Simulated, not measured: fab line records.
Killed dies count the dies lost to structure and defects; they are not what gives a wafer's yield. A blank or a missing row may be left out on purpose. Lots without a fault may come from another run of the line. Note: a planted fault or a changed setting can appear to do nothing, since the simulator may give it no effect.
fab line records -- flow nand-harc
[record] lots = 14, wafers = 42, last-day = 34
route steps=1302 shown P_ZERO_WELL@14 P_STI@89 P_GATE@148
lots that met no fault: taken from a fault-free run of the same line
start-h: start of the lot's first displayed wafer, in hours after the record's first day -- wait-h: hours from the lot's prior step to this one -- " the same as in the row above -- L1.1+2: a row that stands for several wafers -- - no value present, or no start provided -- * or withheld: withheld -- < > ~ a bound
route shown NAME@n: NAME is a module with steps in the file, n the number in the route of the first one -- usual: mean/standard deviation taken from wafers without a fault -- same: alike in all rows -- chamber/n: place in a boat -- sites: readings site by site -- _std_site: how widely they spread, as a standard deviation -- _edge_site: outer sites' mean less inner sites' -- radius-mm: for every site, how far away it sits from the centre of the wafer -- mask NAME#n: copy n -- behind: tool/chamber where the wafer was last shaped -- hold: reason for holding the lot/hours on hold/outcome of the hold -- device: the transistor (n, p or np) that didn't switch -- end of line: tests run on the same wafers once the route is complete -- a step without rows: its recipe alone -- killed: the dies lost at the first sort to structure and to defects; this is not the yield of the wafer -- map: the dies of a wafer, with x for killed, . for not killed, _ for no die there
set.NAME: the run value of the setting; set.NAME@STEP: its run value at that earlier step -- model.NAME: the simulator's own value behind a step, which no gauge read
steps of the route over a sample of lots; a table a step, a row a wafer
services: a tool's chamber out of use, with start hour (start-h, from the record's first day; less than 0 if before it), hours out, and reason
[[steps]]
[step NHARC_P_ZERO_WELL_CD_MEAS_11]
[recipe] target-cd-nm = 500, landing-energy-ev = 500
[usual] cd-nm = 498.9/1.4
lot.wafer,tool,chamber,start-h,wait-h,cd-nm
L798.1,cd-sem-02,0,31.24,-,500.0
L798.4,cd-sem-02,0,31.24,-,500.9
L798.5,cd-sem-02,0,31.24,-,499.3
L799.1,cd-sem-03,0,41.24,-,498.4
L799.3,cd-sem-03,0,41.24,-,498.6
L799.4,cd-sem-03,0,41.24,-,500.4
L800.3,cd-sem-01,0,51.24,-,500.5
L800.4,cd-sem-01,0,51.24,-,501.0
L800.6,cd-sem-01,0,51.24,-,500.2
L801.1,cd-sem-02,0,61.24,-,498.1
L801.4,cd-sem-02,0,61.24,-,497.8
L801.6,cd-sem-02,0,61.24,-,497.7
L802.1,cd-sem-01,0,71.11,-,500.1
L802.2,cd-sem-01,0,71.11,-,498.6
L802.4,cd-sem-01,0,71.11,-,499.0
L803.4,cd-sem-02,0,81.26,-,497.4
L803.5,cd-sem-02,0,81.26,-,497.4
L803.6,cd-sem-02,0,81.26,-,495.5
L804.2,cd-sem-03,0,91.49,-,500.2
L804.5,cd-sem-03,0,91.49,-,500.2
L804.6,cd-sem-03,0,91.49,-,500.0
L807.1,cd-sem-01,0,121.23,-,498.1
L807.3,cd-sem-01,0,121.23,-,498.1
L807.5,cd-sem-01,0,121.23,-,497.7
L808.2,cd-sem-01,0,131.13,-,501.3
L808.3,cd-sem-01,0,131.13,-,500.3
L808.6,cd-sem-01,0,131.13,-,499.7
L811.1,cd-sem-03,0,161.23,-,502.8
L811.4,cd-sem-03,0,161.23,-,501.4
L811.5,cd-sem-03,0,161.23,-,501.9
L815.1,cd-sem-02,0,201.24,-,499.3
L815.3,cd-sem-02,0,201.24,-,499.2
L815.6,cd-sem-02,0,201.24,-,500.1
L816.3,cd-sem-02,0,211.13,-,498.2
L816.5,cd-sem-02,0,211.13,-,498.3
L816.6,cd-sem-02,0,211.13,-,500.0
L818.1,cd-sem-02,0,231.19,-,498.8
L818.2,cd-sem-02,0,231.19,-,498.6
L818.5,cd-sem-02,0,231.19,-,498.9
L819.1,cd-sem-02,0,241.24,-,497.0
L819.2,cd-sem-02,0,241.24,-,500.4
L819.3,cd-sem-02,0,241.24,-,500.3
[step NHARC_P_ZERO_WELL_PEB_35]
[recipe] peb-temp-c = 118, peb-time-s = 85
[usual] chill-plate-temp-C = 23.01/0.099, exhaust-pa = 44.9/0.86
lot.wafer,tool,chamber,start-h,wait-h,chill-plate-temp-C,exhaust-pa
L798.1,litho-track-02,0,34.14,0.1,23.13,44.8
L798.4,litho-track-02,0,34.14,0.1,22.95,43.9
L798.5,litho-track-02,0,34.14,0.1,23.10,44.8
L799.1,litho-track-07,0,44.00,0.1,23.03,45.6
L799.3,litho-track-07,0,44.00,0.1,23.08,46.7
L799.4,litho-track-07,0,44.00,0.1,22.97,44.0
L800.3,litho-track-07,0,57.23,0.1,23.07,44.0
L800.4,litho-track-07,0,57.23,0.1,23.06,45.7
L800.6,litho-track-07,0,57.23,0.1,23.08,44.7
L801.1,litho-track-02,0,64.13,0.1,23.03,46.8
L801.4,litho-track-02,0,64.13,0.1,22.93,46.2
L801.6,litho-track-02,0,64.13,0.1,22.95,46.2
L802.1,litho-track-07,0,73.88,0.1,23.16,45.1
L802.2,litho-track-07,0,73.88,0.1,23.03,45.7
L802.4,litho-track-07,0,73.88,0.1,23.12,43.9
L803.4,litho-track-02,0,84.13,0.0,23.11,45.0
L803.5,litho-track-02,0,84.13,0.0,23.03,46.0
L803.6,litho-track-02,0,84.13,0.0,23.18,44.9
L804.2,litho-track-07,0,94.40,0.1,23.03,43.4
L804.5,litho-track-07,0,94.40,0.1,23.04,44.4
L804.6,litho-track-07,0,94.40,0.1,22.93,44.3
L807.1,litho-track-02,-,124.21,0.1,-,-
L807.3,litho-track-02,-,124.21,0.1,-,-
L807.5,litho-track-02,-,124.21,0.1,-,-
L808.2,litho-track-02,-,133.93,0.1,-,-
L808.3,litho-track-02,-,133.93,0.1,-,-
L808.6,litho-track-02,-,133.93,0.1,-,-
L811.1,litho-track-02,0,164.07,0.1,23.09,43.8
L811.4,litho-track-02,0,164.07,0.1,22.93,45.2
L811.5,litho-track-02,0,164.07,0.1,23.00,42.7
L815.1,litho-track-02,0,204.14,0.1,22.86,46.1
L815.3,litho-track-02,0,204.14,0.1,22.94,46.0
L815.6,litho-track-02,0,204.14,0.1,22.99,43.7
L816.3,litho-track-07,0,213.99,0.1,22.96,43.0
L816.5,litho-track-07,0,213.99,0.1,23.13,44.2
L816.6,litho-track-07,0,213.99,0.1,23.01,42.5
L818.1,litho-track-02,0,234.44,0.1,23.11,46.8
L818.2,litho-track-02,0,234.44,0.1,22.91,46.0
L818.5,litho-track-02,0,234.44,0.1,23.21,45.5
L819.1,litho-track-02,0,244.19,0.1,22.94,44.6
L819.2,litho-track-02,0,244.19,0.1,22.94,44.4
L819.3,litho-track-02,0,244.19,0.1,23.02,43.8
[step NHARC_P_STI_ETCH_31]
[recipe] target-depth-a = 1089, time-s = 54.5, cf4-flow-sccm = 100, chf3-flow-sccm = 30, ar-flow-sccm = 0, rf-w = 500, bias-w = 200, chemistry = CF4/CHF3
[usual] drypump-motor-current-A = 5.8/0.49, oes-product-au = 0.962/0.018, rf-vpp-V = 370.1/2.5, showerhead-plenum-p-Torr = 1.56/0.074, throttle-valve-pct = 16.801/0.0084
lot.wafer,tool,chamber,start-h,wait-h,drypump-motor-current-A,oes-product-au,rf-hours-counter-h,rf-vpp-V,showerhead-plenum-p-Torr,throttle-valve-pct
L798.1,rie-diel-12,1,-,-,6.6,0.981,11,369.9,1.57,16.794
L798.4,rie-diel-12,0,-,-,6.0,0.980,12,367.9,1.54,16.806
L798.5,rie-diel-12,1,-,-,6.6,0.979,-,370.3,1.57,16.815
L799.3,rie-diel-08,1,-,-,6.8,0.987,2,372.1,1.59,16.785
L799.4,rie-diel-08,3,-,-,5.9,0.970,2,374.8,1.68,16.801
L799.1,rie-diel-08,0,-,-,5.8,0.971,2,367.5,1.48,16.791
L800.3,rie-diel-09,2,-,-,5.6,0.956,6,373.3,1.64,16.808
L800.4,rie-diel-09,0,-,-,5.6,0.944,5,367.4,1.48,16.807
L800.6,rie-diel-09,2,-,-,5.6,0.960,-,372.9,1.64,16.800
L801.1,rie-diel-12,2,-,-,5.2,0.963,12,367.8,1.52,16.808
L801.4,rie-diel-12,1,-,-,6.6,0.981,13,369.4,1.57,16.795
L801.6,rie-diel-12,3,-,-,5.1,0.960,-,368.0,1.47,16.798
L802.1,rie-diel-08,2,-,-,5.9,0.970,5,369.8,1.55,16.785
L802.4,rie-diel-08,3,-,-,5.9,0.966,4,375.1,1.68,16.793
L802.2,rie-diel-08,1,-,-,6.8,0.981,5,371.9,1.59,16.800
L803.4,rie-diel-09,1,-,-,6.0,0.972,8,368.6,1.50,16.795
L803.5,rie-diel-09,1,-,-,6.0,0.965,-,369.9,1.50,16.802
L803.6,rie-diel-09,2,-,-,5.6,0.977,-,371.9,1.64,16.788
L804.2,rie-diel-09,0,-,-,5.6,0.985,8,367.4,1.47,16.810
L804.6,rie-diel-09,1,-,-,6.0,0.979,-,368.0,1.50,16.802
L804.5,rie-diel-09,2,-,-,5.6,0.956,-,372.6,1.64,16.807
L811.1,rie-diel-12,0,-,-,6.0,0.977,8,369.6,1.54,16.812
L811.4,rie-diel-12,1,-,-,6.6,0.962,8,370.2,1.56,16.804
L811.5,rie-diel-12,3,-,-,5.1,0.984,-,367.5,1.47,16.812
L815.1,rie-diel-09,2,-,-,5.6,0.980,3,373.2,1.63,16.794
L815.3,rie-diel-09,3,-,-,6.2,0.959,4,374.3,1.69,16.800
L815.6,rie-diel-09,2,-,-,5.6,0.981,-,373.3,1.63,16.803
L816.3,rie-diel-09,1,-,-,6.0,0.978,4,369.5,1.50,16.811
L816.5,rie-diel-09,2,-,-,5.6,0.986,-,372.1,1.63,16.808
L816.6,rie-diel-09,3,-,-,6.2,0.953,-,373.4,1.69,16.802
L818.1,rie-diel-12,2,-,-,5.2,0.921,12,367.3,1.51,16.802
L818.2,rie-diel-12,1,-,-,6.6,0.933,13,370.3,1.56,16.806
L818.5,rie-diel-12,2,-,-,5.2,0.915,-,366.8,1.51,16.792
L819.1,rie-diel-08,0,-,-,5.8,0.950,4,367.7,1.48,16.790
L819.2,rie-diel-08,1,-,-,6.8,0.972,4,373.2,1.59,16.803
L819.3,rie-diel-08,3,-,-,5.9,0.956,5,374.6,1.68,16.799
[step NHARC_P_GATE_ETCH_114]
[recipe] target-depth-a = 300, overetch-a = 30, time-s = 16.5, ion-energy-ev = 100, cf4-flow-sccm = 80, o2-flow-sccm = 20, ar-flow-sccm = 0, rf-w = 300, bias-w = 100, chemistry = CF4/O2
[usual] drypump-motor-current-A = 5.6/0.32, oes_o_777_au = 1.000/0.0045, oes-product-au = 0.999/0.007, rf-vpp-V = 197.7/1.4, showerhead-plenum-p-Torr = 1.33/0.053, throttle-valve-pct = 13.398/0.0094
lot.wafer,tool,chamber,start-h,wait-h,drypump-motor-current-A,oes_o_777_au,oes-product-au,rf-hours-counter-h,rf-vpp-V,showerhead-plenum-p-Torr,throttle-valve-pct
L798.1,rie-diel-13,3,-,-,5.7,0.997,1.011,6.2,197.9,1.33,13.401
L798.5,rie-diel-13,3,-,-,5.8,1.007,0.984,-,198.1,1.33,13.415
L798.4,rie-diel-13,2,-,-,5.8,1.008,0.991,-,197.4,1.35,13.400
L799.3,rie-diel-13,3,-,-,5.7,0.998,0.992,7.9,197.9,1.33,13.397
L799.1,rie-diel-13,0,-,-,5.2,1.005,0.999,8.0,195.8,1.27,13.402
L799.4,rie-diel-13,2,-,-,5.8,1.003,0.992,-,198.9,1.35,13.396
L800.3,rie-diel-13,1,-,-,5.4,0.996,1.002,5.6,197.5,1.26,13.381
L800.4,rie-diel-13,3,-,-,5.7,1.003,1.006,8.8,198.0,1.33,13.400
L800.6,rie-diel-13,1,-,-,5.4,1.000,0.993,-,195.1,1.26,13.394
L801.1,rie-diel-02,2,-,-,5.3,1.001,0.998,4.0,197.6,1.28,13.404
L801.4,rie-diel-02,3,-,-,6.2,1.001,1.003,4.5,199.9,1.41,13.412
L801.6,rie-diel-02,1,-,-,5.3,1.000,0.995,-,197.6,1.35,13.406
L802.1,rie-diel-05,2,-,-,6.0,0.999,0.992,5.2,194.7,1.26,13.402
L802.2,rie-diel-05,0,-,-,5.5,1.000,0.999,4.5,199.0,1.43,13.389
L802.4,rie-diel-05,2,-,-,5.9,1.003,1.006,-,196.3,1.26,13.390
L803.4,rie-diel-02,2,-,-,5.3,1.013,1.004,4.9,195.2,1.28,13.401
L803.5,rie-diel-02,3,-,-,6.2,1.005,1.011,-,198.8,1.40,13.390
L803.6,rie-diel-02,0,-,-,5.6,1.000,1.006,-,199.0,1.37,13.400
L804.2,rie-diel-05,2,-,-,6.0,0.993,0.992,9.0,196.7,1.26,13.407
L804.6,rie-diel-05,0,-,-,5.5,1.008,0.989,-,202.0,1.43,13.402
L804.5,rie-diel-05,1,-,-,5.9,1.004,1.006,-,198.9,1.37,13.396
L811.1,rie-diel-05,1,-,-,5.9,0.997,1.005,0.5,196.9,1.37,13.400
L811.4,rie-diel-05,2,-,-,5.9,0.999,0.999,0.5,195.8,1.26,13.397
L811.5,rie-diel-05,3,-,-,5.0,1.000,0.992,-,194.1,1.25,13.407
L815.3,rie-diel-13,2,-,-,5.8,0.995,0.984,4.7,198.2,1.35,13.393
L815.1,rie-diel-13,3,-,-,5.7,1.000,0.994,4.7,196.9,1.33,13.400
L815.6,rie-diel-13,2,-,-,5.8,1.000,1.000,-,198.2,1.35,13.406
L816.3,rie-diel-02,3,-,-,6.2,0.990,0.995,4.6,199.1,1.40,13.402
L816.5,rie-diel-02,0,-,-,5.5,1.002,0.996,-,200.3,1.37,13.385
L816.6,rie-diel-02,1,-,-,5.4,0.994,0.997,-,199.2,1.35,13.397
L818.1,rie-diel-02,1,-,-,5.3,1.002,0.989,4.8,197.9,1.35,13.392
L818.2,rie-diel-02,3,-,-,6.2,1.002,1.002,5.9,199.6,1.40,13.407
L818.5,rie-diel-02,0,-,-,5.6,1.001,0.992,-,197.0,1.37,13.406
L819.3,rie-diel-02,3,-,-,6.2,0.996,0.995,6.3,196.7,1.40,13.404
L819.2,rie-diel-02,0,-,-,5.6,0.995,0.998,5.9,197.9,1.37,13.409
L819.1,rie-diel-02,2,-,-,5.3,0.994,1.014,5.5,195.9,1.28,13.402
[[services]]
tool,chamber,start-h,hours,kind
rie-diel-02,-,39.70,9.0,pm
litho-track-02,-,52.00,7.0,pm
rie-diel-02,0,61.37,5.3,repair
litho-track-07,-,76.00,7.0,pm
rie-diel-12,-,91.40,9.0,pm
rie-diel-13,1,99.09,21.6,repair
rie-diel-02,1,99.57,4.2,repair
rie-diel-12,2,108.70,1.2,repair
rie-diel-12,3,120.15,6.4,repair
rie-diel-09,-,143.19,9.0,pm
rie-diel-13,2,157.17,13.9,repair
rie-diel-12,-,157.70,0.3,repair
rie-diel-13,-,165.00,9.0,pm
rie-diel-13,2,190.15,9.5,repair
rie-diel-13,1,198.32,14.4,repair
rie-diel-02,-,216.70,9.0,pm
rie-diel-12,1,219.83,6.2,repair
rie-diel-13,3,224.94,2.1,repair
litho-track-02,-,227.00,7.0,pm
rie-diel-12,2,231.31,7.1,repair
rie-diel-12,3,232.37,7.8,repair
rie-diel-09,3,245.78,16.1,repair
litho-track-07,-,251.00,7.0,pm
rie-diel-02,2,310.91,4.4,repair
[[key]]
[first-sign] step = NHARC_P_ZERO_WELL_PEB_35, reading = tool-record, direction = missing
effect none on later readings
met-at NHARC_P_ZERO_WELL_PEB_35
struck-lots L807,L808
later-rows-left-out L807.1,L807.3,L807.5,L808.2,L808.3,L808.6
sort-left-out L807.1,L807.3,L807.5,L808.2,L808.3,L808.6
tester-left-out L807,L808
not-acting-at NHARC_P_ZERO_WELL_CD_MEAS_11,NHARC_P_STI_ETCH_31,NHARC_P_GATE_ETCH_114
onset-between 84.13 124.21
[fault] kind = skipped-step-whole, tool = litho-track-02, chamber = -, onset-h = 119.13, steps = NHARC_P_ZERO_WELL_PEB_35, scope = struck-lots-only
// tester-left-out: of these lots the tester's yield and bins aren't shown, on N5 and GAA mostly nor the transistor test; their killed dies are dies lost to structure and defects alone, not to doping, threshold or leakage, so they don't give the yield
// sort-left-out: the simulated sort isn't trusted on such a fault, so these wafers' sort isn't shown, and their yield isn't known
// later-rows-left-out: the simulator's readings of these wafers behind a module that went badly wrong aren't trusted and aren't shown, but for the sort
